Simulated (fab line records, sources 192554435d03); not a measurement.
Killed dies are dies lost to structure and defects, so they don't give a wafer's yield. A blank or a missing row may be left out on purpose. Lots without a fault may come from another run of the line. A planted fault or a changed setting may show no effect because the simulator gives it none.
A struck lot beside a sound one | flow n5_finfet | 16 steps out of a route of 1938
Sound: wafers L537.3, L537.4, L537.5. Struck: wafers L520.1, L520.3, L520.6. The cause comes at the end.
At each step with rows: each side's tool, then ch and its chambers, then its first start. Under that, the readings that differ: sound wafers | struck wafers | difference of the means | sigmas: that difference in standard deviations of wafers without a fault.
alike: readings whose means differ by less than 2 such deviations, and words and numbers that are the same on both sides. not compared: withheld readings, readings that some wafer has no value for, bounds like >300 that may hide the same value, and numbers for which the record gives no deviation and whose values overlap.
The two part at a step that has a row with sigmas, a row that says differs or no value, or rows on one side only. Numbers that don't overlap but have no deviation are shown without sigmas and don't part them. A reading that every wafer of one side lacks parts them only if that side has two wafers or more.

first, 1 step without rows for these wafers: N5_BEOL_M2_SPUTTER_79 (material Cu, target thk 4.5 nm, time 8.29 s).
N5_BEOL_M2_ANNEAL_80: time 240 s.
  sound on pvd_sputter-03, day 11 14:23; struck on pvd_sputter-01, day 7 10:02
  alike: heater_power_w
then, 5 steps without rows for these wafers: N5_BEOL_M2_SPUTTER_81 (material Cu, target thk 4.5 nm, time 8.29 s); N5_BEOL_M2_ANNEAL_82 (time 240 s); N5_BEOL_M2_SPUTTER_86 (material Cu, target thk 4.5 nm, time 8.29 s); N5_BEOL_M2_ANNEAL_87 (time 240 s); N5_BEOL_M2_SPUTTER_88 (material Cu, target thk 4.5 nm, time 8.29 s).
N5_BEOL_M2_ANNEAL_89: time 240 s.
  sound on pvd_sputter-03, day 11 15:02; struck on pvd_sputter-01, day 7 10:42
  alike: heater_power_w
N5_BEOL_M2_SPUTTER_90: material Cu, target thk 4.5 nm, time 8.29 s.
  sound on pvd_sputter-03, day 11 15:11; struck on pvd_sputter-01, day 7 10:50
  alike: chamber_pressure_pa, chuck_gas_flow_sccm, throttle_valve_pct
then, 1 step without rows for these wafers: N5_BEOL_M2_ANNEAL_91 (time 240 s).
N5_BEOL_M2_SPUTTER_92: material Cu, target thk 4.5 nm, time 8.29 s.
  sound on pvd_sputter-03, day 11 15:24; struck on pvd_sputter-01, day 7 11:04
  alike: chamber_pressure_pa, chuck_gas_flow_sccm, throttle_valve_pct
N5_BEOL_M2_ANNEAL_93: time 240 s.
  sound on pvd_sputter-03, day 11 15:29; struck on pvd_sputter-01, day 7 11:08
  alike: heater_power_w
N5_BEOL_M2_SPUTTER_94: material Cu, target thk 4.5 nm, time 8.29 s.
  sound on pvd_sputter-03, day 11 15:37; struck on pvd_sputter-01, day 7 11:17
  no value came back on the struck wafers for chamber_pressure_pa (Pa), chuck_gas_flow_sccm (sccm), throttle_valve_pct (%); on the sound wafers chamber_pressure_pa (Pa) reads 0.07012 0.07003 0.07015
then, 1 step without rows for these wafers: N5_BEOL_M2_ANNEAL_95 (time 240 s).
N5_BEOL_M4_RC_MEAS_101:
  sound on prober-01 ch 0, day 12 17:37; struck on prober-01 ch 0, day 8 09:23
  alike: DIBL_N, DIBL_P, IOFF_N, IOFF_P, ION_N, ION_P, SS_N, SS_P, VT_N, VT_P
then, 1 step without rows for these wafers: N5_PASSIVATION_PROBE_49.

WHERE THEY PART
Only at N5_BEOL_M2_SPUTTER_94, within this record. Later steps at which nothing parts them and some readings are alike: N5_BEOL_M4_RC_MEAS_101.

WHY: what the simulator had put in
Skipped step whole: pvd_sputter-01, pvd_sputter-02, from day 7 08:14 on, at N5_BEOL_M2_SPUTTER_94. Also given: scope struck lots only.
